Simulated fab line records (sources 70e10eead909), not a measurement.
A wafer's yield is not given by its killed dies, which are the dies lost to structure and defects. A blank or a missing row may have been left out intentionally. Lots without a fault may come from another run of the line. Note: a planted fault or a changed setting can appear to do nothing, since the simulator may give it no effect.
fab line records	flow nand-harc
[record] lots = 13	wafers = 39	last-day = 23
route steps=1159 shown A_CONTACT@946 A_BONDPAD@1076 THIN_TSV@1124 END@1159
lots that met no fault: taken from a fault-free run of the same line
start-h: start of the lot's first displayed wafer, in hours after the record's first day	wait-h: hours since the lot's step before	" unchanged from the row above	L1.1+2: several wafers, shown together as one row	- no value present, or no start provided	* or withheld: withheld	< > ~ a bound
route shown NAME@n: a module of which the file shows steps, and the number in the route of the first	usual: average and standard deviation across the fault-free wafers	same: alike in all rows	chamber/n: place in a boat	sites: readings site by site	_std_site: the standard deviation of these	_edge_site: the outer-site mean with the inner-site mean subtracted	radius-mm: how far each site lies from the wafer's centre	mask NAME#n: copy n	behind: the tool/chamber that last shaped the wafer	hold: why the lot went on hold/how many hours it stayed there/how the hold came to an end	device: the transistor (n, p or np) that didn't switch	end of line: tests of these same wafers at the route's end	a step without rows: its recipe alone	killed: dies that structure and defects cost at the first sort, which is not the same as the wafer's yield	map: shows each die of a wafer: x if killed, . if not, _ if none is there
set.NAME: the setting that was run; set.NAME@STEP: the one run at that earlier step	model.NAME: the simulator's own value behind a step, which no gauge read
steps of the route over a sample of lots; a table a step, a row a wafer
services: when a tool's chamber went out of use (start-h, in hours from the record's first day, below 0 if earlier), for how many hours, and the reason
[[steps]]
[step NHARC_A_CONTACT_ETCH_137]
[recipe] source-w = withheld	pressure-mtorr = 20	bias-v = 3000	time-s = 132	target-depth-a = 12870	ar-flow-sccm = withheld	c4f8-flow-sccm = withheld	o2-flow-sccm = withheld	chemistry = C4F8/O2/Ar
lot.wafer	tool	chamber	start-h	wait-h	rf-hours-counter-h
L676.4	har-cap-etch-01	1	377.25	0.1	-
L676.6	"	0	"	"	-
L676.5	"	1	"	"	-
L678.3	har-cap-etch-01	1	403.68	0.1	-
L678.5	"	1	"	"	-
L678.6	"	0	"	"	-
L680.4	har-cap-etch-01	0	427.35	0.1	-
L680.6	"	0	"	"	-
L680.5	"	1	"	"	-
L682.3	har-cap-etch-02	0	444.72	0.1	-
L682.6	"	0	"	"	-
L682.5	"	1	"	"	-
L684.4	har-cap-etch-02	1	452.92	0.1	-
L684.6	"	0	"	"	-
L684.5	"	1	"	"	-
L686.2	har-cap-etch-02	0	455.91	0.1	21
L686.1	"	1	"	"	21
L686.4	"	0	"	"	-
L685.4	har-cap-etch-03	0	459.76	0.1	-
L685.6	"	1	"	"	-
L685.5	"	0	"	"	-
L687.2	har-cap-etch-02	1	460.24	0.1	23
L687.4	"	0	"	"	-
L687.6	"	0	"	"	-
L689.1	har-cap-etch-03	0	464.00	0.1	100
L689.5	"	0	"	"	-
L689.6	"	1	"	"	-
L691.4	har-cap-etch-01	1	464.60	0.1	-
L691.5	"	1	"	"	-
L691.6	"	0	"	"	-
L693.1	har-cap-etch-01	1	477.72	0.1	79
L693.3	"	0	"	"	-
L693.4	"	1	"	"	-
L694.2	har-cap-etch-01	1	493.01	0.1	81
L694.1	"	0	"	"	81
L694.5	"	1	"	"	-
L695.1	har-cap-etch-01	0	500.18	0.1	82
L695.3	"	1	"	"	-
L695.4	"	0	"	"	-
[step NHARC_A_BONDPAD_ETCH_34]
[recipe] target-depth-a = 600	overetch-a = 180	time-s = 65.91	ion-energy-ev = 200	n2-flow-sccm = 150	h2-flow-sccm = 150	ar-flow-sccm = 0	rf-w = 400	bias-w = 150	chemistry = N2/H2
[usual] bias-w = 150.0/0.51	drypump-motor-current-A = 5.7/0.41	mfc-ar-sccm = 0.020/0.014	n2-flow-sccm = 150.0/0.43	oes-product-au = 0.998/0.008	rf-fwd-power-W = 396.6/1.6	rf-vpp-V = 430.4/2.5	showerhead-plenum-p-Torr = 2.04/0.087	throttle-valve-pct = 14.171/0.01
lot.wafer	tool	chamber	start-h	wait-h	bias-w	drypump-motor-current-A	mfc-ar-sccm	n2-flow-sccm	oes-product-au	rf-fwd-power-W	rf-hours-counter-h	rf-vpp-V	showerhead-plenum-p-Torr	throttle-valve-pct
L676.4	rie-diel-03	0	425.75	0.1	150.0	5.7	0	149.6	0.992	400.1	1	427.1	1.92	14.163
L676.5	"	3	"	"	150.9	5.9	0.017	149.4	0.986	395.9	-	432.3	2.13	14.157
L676.6	"	0	"	"	149.9	5.7	0	149.8	1.002	398.6	-	426.2	1.92	14.162
L678.3	rie-diel-03	1	437.09	0.1	150.2	5.0	0.035	150.3	0.990	398.9	2	432.1	2.10	14.171
L678.6	"	0	"	"	150.4	5.7	0	150.1	0.993	398.8	-	426.8	1.92	14.167
L678.5	"	1	"	"	150.0	5.0	0.035	149.9	0.986	397.8	-	434.8	2.10	14.148
L680.4	rie-diel-03	3	454.34	0.1	149.8	5.9	0.017	150.1	0.996	396.0	3	434.0	2.13	14.165
L680.6	"	2	"	"	149.8	6.1	0.030	150.2	1.005	396.6	-	428.2	1.97	14.186
L680.5	"	3	"	"	150.4	5.9	0.017	150.0	0.992	394.4	-	434.0	2.13	14.177
L682.3	rie-diel-03	3	467.86	0.1	149.8	5.9	0.017	150.0	0.994	395.2	3	432.5	2.13	14.181
L682.5	"	0	"	"	149.6	5.7	0	150.0	0.982	399.3	-	426.1	1.92	14.173
L682.6	"	1	"	"	150.2	5.0	0.035	150.4	0.997	397.5	-	432.5	2.10	14.168
L684.4	rie-diel-03	0	472.40	0.1	150.6	5.7	0	149.6	0.998	396.8	3	428.2	1.92	14.166
L684.6	"	1	"	"	149.4	5.0	0.035	149.5	0.997	397.8	-	432.4	2.10	14.161
L684.5	"	2	"	"	149.6	6.1	0.030	149.2	1.009	396.9	-	427.2	1.97	14.153
L686.4	rie-diel-03	0	475.69	0.1	149.0	5.7	0	150.2	0.992	397.8	3	428.4	1.92	14.164
L686.1	"	2	"	"	150.1	6.1	0.030	150.1	1.003	395.3	3	429.4	1.97	14.167
L686.2	"	3	"	"	149.4	5.9	0.017	149.9	0.996	394.1	4	432.8	2.13	14.153
L685.4	rie-diel-03	2	479.49	0.2	150.2	6.2	0.030	149.8	1.005	399.9	4	430.4	1.97	14.159
L685.5	"	2	"	"	150.0	6.1	0.030	150.3	1.008	397.8	-	429.4	1.97	14.183
L685.6	"	3	"	"	149.4	5.9	0.017	149.7	0.990	394.4	-	433.5	2.13	14.178
L687.2	rie-diel-03	3	479.91	0.2	150.5	5.9	0.017	149.8	0.987	395.3	4	434.4	2.13	14.187
L687.4	"	0	"	"	149.5	5.7	0	149.8	0.994	396.0	4	428.6	1.92	14.171
L687.6	"	1	"	"	150.6	5.1	0.035	149.8	0.986	396.6	-	431.4	2.10	14.176
L689.1	rie-diel-03	3	481.46	0.1	148.9	5.9	0.017	150.3	0.990	397.2	4	433.0	2.13	14.155
L689.6	"	1	"	"	149.0	5.0	0.035	149.6	1.002	396.7	-	431.3	2.10	14.162
L689.5	"	2	"	"	150.6	6.1	0.030	150.9	0.998	393.8	-	427.6	1.97	14.155
L691.4	rie-diel-03	2	483.65	0.1	150.5	6.2	0.030	150.1	1.003	398.6	4	428.3	1.97	14.168
L691.6	"	2	"	"	150.3	6.1	0.030	149.8	1.000	397.4	-	428.6	1.97	14.179
L691.5	"	3	"	"	150.3	5.9	0.017	150.2	0.998	396.9	-	433.8	2.13	14.173
L693.3	rie-diel-03	0	509.65	0.1	150.0	5.7	0	149.7	1.001	396.6	5	427.1	1.92	14.167
L693.4	"	1	"	"	149.8	5.0	0.035	149.8	1.002	397.1	4	431.3	2.10	14.166
L693.1	"	3	"	"	151.1	5.9	0.017	150.1	0.992	394.4	5	433.7	2.13	14.165
L694.1	rie-diel-03	2	516.07	0.1	149.6	6.1	0.030	150.2	1.012	397.2	5	427.7	1.97	14.155
L694.2	"	0	"	"	149.9	5.7	0	150.1	1.000	395.3	5	426.8	1.92	14.169
L694.5	"	2	"	"	149.6	6.1	0.030	149.6	1.001	397.3	-	428.9	1.97	14.166
L695.1	rie-diel-06	2	520.54	0.1	149.6	5.5	0.013	150.4	1.003	397.3	33	431.7	2.05	14.169
L695.3	"	3	"	"	149.6	6.0	0	150.2	1.011	396.5	37	433.4	2.11	14.165
L695.4	"	1	"	"	150.5	6.0	0.012	149.8	1.008	396.8	-	434.1	2.18	14.172
[step NHARC_THIN_TSV_DEP_47]
[recipe] target-thk-a = 2000	temp-c = withheld	pressure-torr = 6.5	rf-w = 900	teos-flow-sccm = 161.4	flow-sccm = 2650	target-thk-nm = 200	gas = O2	material = SiO2
[usual] rf-fwd-power-W = 898.2/2.8	throttle-valve-pct = 15.8/0.45
lot.wafer	tool	chamber	start-h	wait-h	rf-fwd-power-W	throttle-valve-pct
L676.6	pecvd-02	0	443.99	-	897.2	15.8
L676.4	"	1	"	"	902.1	15.7
L676.5	"	2	"	"	896.6	15.5
L678.3	pecvd-02	0	450.58	-	897.1	15.7
L678.6	"	2	"	"	899.4	15.5
L678.5	"	0	"	"	899.5	15.5
L680.4	pecvd-01	2	474.90	-	895.5	15.7
L680.5	"	0	"	"	897.7	16.2
L680.6	"	1	"	"	902.2	16.5
L682.3	pecvd-02	1	486.45	-	897.6	16.2
L682.5	"	2	"	"	905.5	15.5
L682.6	"	0	"	"	899.5	15.7
L684.6	pecvd-01	0	487.84	-	898.6	16.2
L684.5	"	1	"	"	904.2	16.3
L684.4	"	2	"	"	896.0	15.9
L686.1	pecvd-02	2	493.97	-	897.3	15.3
L686.2	"	0	"	"	896.1	15.6
L686.4	"	0	"	"	895.9	15.7
L685.4	pecvd-01	0	495.64	-	898.1	16.0
L685.6	"	1	"	"	899.4	16.6
L685.5	"	2	"	"	894.5	15.8
L687.2	pecvd-02	0	496.61	-	903.3	15.7
L687.6	"	0	"	"	898.8	15.8
L687.4	"	1	"	"	897.8	16.0
L689.1	pecvd-03	1	498.29	-	894.4	15.6
L689.5	"	1	"	"	897.4	15.1
L689.6	"	0	"	"	902.0	16.1
L691.6	pecvd-03	2	499.75	-	899.2	15.1
L691.5	"	0	"	"	898.3	15.9
L691.4	"	1	"	"	900.1	15.3
L693.1	pecvd-01	0	528.10	-	893.4	16.2
L693.3	"	2	"	"	898.7	15.6
L693.4	"	2	"	"	894.2	15.6
L694.1	pecvd-03	0	533.39	-	898.4	16.5
L694.2	"	1	"	"	894.4	15.0
L694.5	"	0	"	"	898.0	16.3
L695.3	pecvd-01	0	542.15	-	895.4	16.6
L695.1	"	1	"	"	899.1	16.4
L695.4	"	1	"	"	902.3	16.6
[step NHARC_THIN_TSV_CD_MEAS_37]
[usual] cd-nm = 5000/3.2
lot.wafer	tool	chamber	start-h	wait-h	cd-nm
L676.4	cd-sem-02	-	449.68	-	5003
L676.5	"	-	"	"	5002
L676.6	"	-	"	"	5003
L678.3	cd-sem-02	-	456.48	-	5000
L678.5	"	-	"	"	5000
L678.6	"	-	"	"	4999
L680.4	cd-sem-01	-	480.34	-	5005
L680.5	"	-	"	"	4999
L680.6	"	-	"	"	5000
L682.3	cd-sem-03	-	491.98	-	5006
L682.5	"	-	"	"	5000
L682.6	"	-	"	"	5006
L684.4	cd-sem-03	-	493.11	-	5002
L684.5	"	-	"	"	4997
L684.6	"	-	"	"	5002
L686.1	cd-sem-03	-	499.62	-	5004
L686.2	"	-	"	"	5003
L686.4	"	-	"	"	4998
L685.4	cd-sem-03	-	501.16	-	4998
L685.5	"	-	"	"	5000
L685.6	"	-	"	"	4998
L687.2	cd-sem-01	-	502.27	-	4999
L687.4	"	-	"	"	5001
L687.6	"	-	"	"	5002
L689.1	cd-sem-01	-	503.90	-	5002
L689.5	"	-	"	"	5001
L689.6	"	-	"	"	5002
L691.4	cd-sem-03	-	505.29	-	5001
L691.5	"	-	"	"	4996
L691.6	"	-	"	"	5001
L693.1	cd-sem-03	-	535.12	-	4995
L693.3	"	-	"	"	4998
L693.4	"	-	"	"	4994
L694.1	cd-sem-03	-	539.64	-	5000
L694.2	"	-	"	"	4999
L694.5	"	-	"	"	4996
L695.1	cd-sem-03	-	547.88	-	5000
L695.3	"	-	"	"	4999
L695.4	"	-	"	"	4999
[step NHARC_END_SORT_01]
[recipe] temp-c = 25
[usual] killed-at-array = 28/10	killed-at-other = 0.5/0.82	killed-at-periphery = 3.4/2.2	killed-dies = 31/10	killed-open = 3.4/1.9	killed-short = 1.9/1.3
[same] gross-dies = 677
lot.wafer	tool	chamber	start-h	wait-h	killed-at-array	killed-at-other	killed-at-periphery	killed-dies	killed-open	killed-short
L694.1	prober-01	0	545.57	2.5	115	0	4	119	3	2
L694.2	prober-01	0	546.38	2.8	85	0	1	86	2	1
L694.5	prober-01	0	548.79	3.7	108	0	0	108	1	4
L695.1	prober-01	0	561.30	2.5	83	0	2	85	2	3
L695.3	prober-01	0	562.90	3.1	71	0	1	72	1	4
L695.4	prober-01	0	563.70	3.4	77	0	2	79	1	0
// killed by level:class
L694.1 A_CONTACT:unspecified=69 A_CHANNEL_HOLE_D1:chamber-film-flake=24 A_SLIT:chamber-film-flake=12 A_STAIRCASE:chamber-film-flake=5 P_M0:geometric-particle:open=1 P_M2:geometric-particle:open=1 A_WL_FILL:geometric-particle:short=1 A_M1:geometric-particle:short=1
L694.2 A_CONTACT:unspecified=54 A_SLIT:chamber-film-flake=18 A_CHANNEL_HOLE_D1:chamber-film-flake=4 A_STAIRCASE:chamber-film-flake=3 A_CONTACT:chamber-film-flake=2 A_ONON_D1:geometric-particle:open=1 A_ONON_D1:geometric-particle:short=1 A_CONTACT:geometric-particle:open=1
L694.5 A_CONTACT:unspecified=60 A_CHANNEL_HOLE_D1:chamber-film-flake=24 A_SLIT:chamber-film-flake=11 A_STAIRCASE:chamber-film-flake=5 A_CONTACT:geometric-particle:short=2 A_ONON_D1:geometric-particle:short=1 A_M0:geometric-particle:short=1 A_M0:geometric-particle:open=1
L695.1 A_CONTACT:unspecified=68 A_CHANNEL_HOLE_D1:chamber-film-flake=4 A_CONTACT:chamber-film-flake=3 A_CHANNEL_FILL_D1:geometric-particle:short=2 A_STAIRCASE:chamber-film-flake=2 A_WL_FILL:chamber-film-flake=2 P_GATE:geometric-particle:open=1 A_BLC:geometric-particle:open=1
L695.3 A_CONTACT:unspecified=60 A_CHANNEL_HOLE_D1:chamber-film-flake=4 A_SOURCE_PLATE:geometric-particle:short=2 A_WL_FILL:geometric-particle:short=2 A_CHANNEL_FILL_D1:geometric-particle:open=1 P_GATE:chamber-film-flake=1 A_WL_FILL:chamber-film-flake=1 A_CONTACT:chamber-film-flake=1
L695.4 A_CONTACT:unspecified=67 A_CHANNEL_HOLE_D1:chamber-film-flake=9 A_CHANNEL_HOLE_D1:geometric-particle:open=1 P_GATE:chamber-film-flake=1 P_M2:chamber-film-flake=1
[[services]]
tool	chamber	start-h	hours	kind
rie-diel-03	0	371.34	-	clean
rie-diel-03	1	371.34	-	clean
rie-diel-03	2	371.34	-	clean
rie-diel-03	3	371.34	-	clean
rie-diel-06	-	390.24	1.4	repair
rie-diel-03	-	392.12	0.7	repair
rie-diel-03	-	392.82	9.0	pm
rie-diel-03	0	392.82	9.0	vent-cycle
rie-diel-03	1	392.82	9.0	vent-cycle
rie-diel-03	2	392.82	9.0	vent-cycle
rie-diel-03	3	392.82	9.0	vent-cycle
har-cap-etch-01	-	394.75	0.2	repair
pecvd-01	-	395.62	1.7	repair
pecvd-01	-	418.19	13.0	pm
rie-diel-06	-	418.43	9.0	pm
pecvd-03	2	428.21	7.2	repair
rie-diel-06	2	464.28	9.1	repair
pecvd-03	-	466.14	0.5	repair
pecvd-03	-	471.80	0.6	repair
pecvd-03	-	473.16	13.0	pm
pecvd-03	-	501.83	3.1	repair
har-cap-etch-03	-	506.98	0.5	repair
pecvd-01	-	510.47	7.5	repair
pecvd-02	-	515.22	13.0	pm
[[key]]
[first-sign] step = NHARC_END_SORT_01	reading = killed-at-array	direction = up	sigmas = 6.1	usual = 28	struck = 90
[effect] step = NHARC_END_SORT_01	reading = killed-dies	direction = up	sigmas = 5.8	usual = 31	struck = 92
[more-kills-born-at] NHARC_A_CONTACT_ETCH_137@har-cap-etch-01 = 370
met-at NHARC_A_CONTACT_ETCH_137
struck-lots L694,L695
tester-left-out L694,L695
not-acting-at NHARC_A_BONDPAD_ETCH_34,NHARC_THIN_TSV_DEP_47,NHARC_THIN_TSV_CD_MEAS_37
onset-between 477.72 493.01
[fault] kind = chamber-particle-source	tool = har-cap-etch-01	chamber = -	onset-h = 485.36	steps = NHARC_A_CONTACT_ETCH_137	rate-per-visit-cm2 = 0.59902	end-h = 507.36
// tester-left-out: of these lots the tester's yield and bins aren't shown, on N5 and GAA mostly nor the transistor test; their killed dies are dies lost to structure and defects alone, not to doping, threshold or leakage, so they don't give the yield
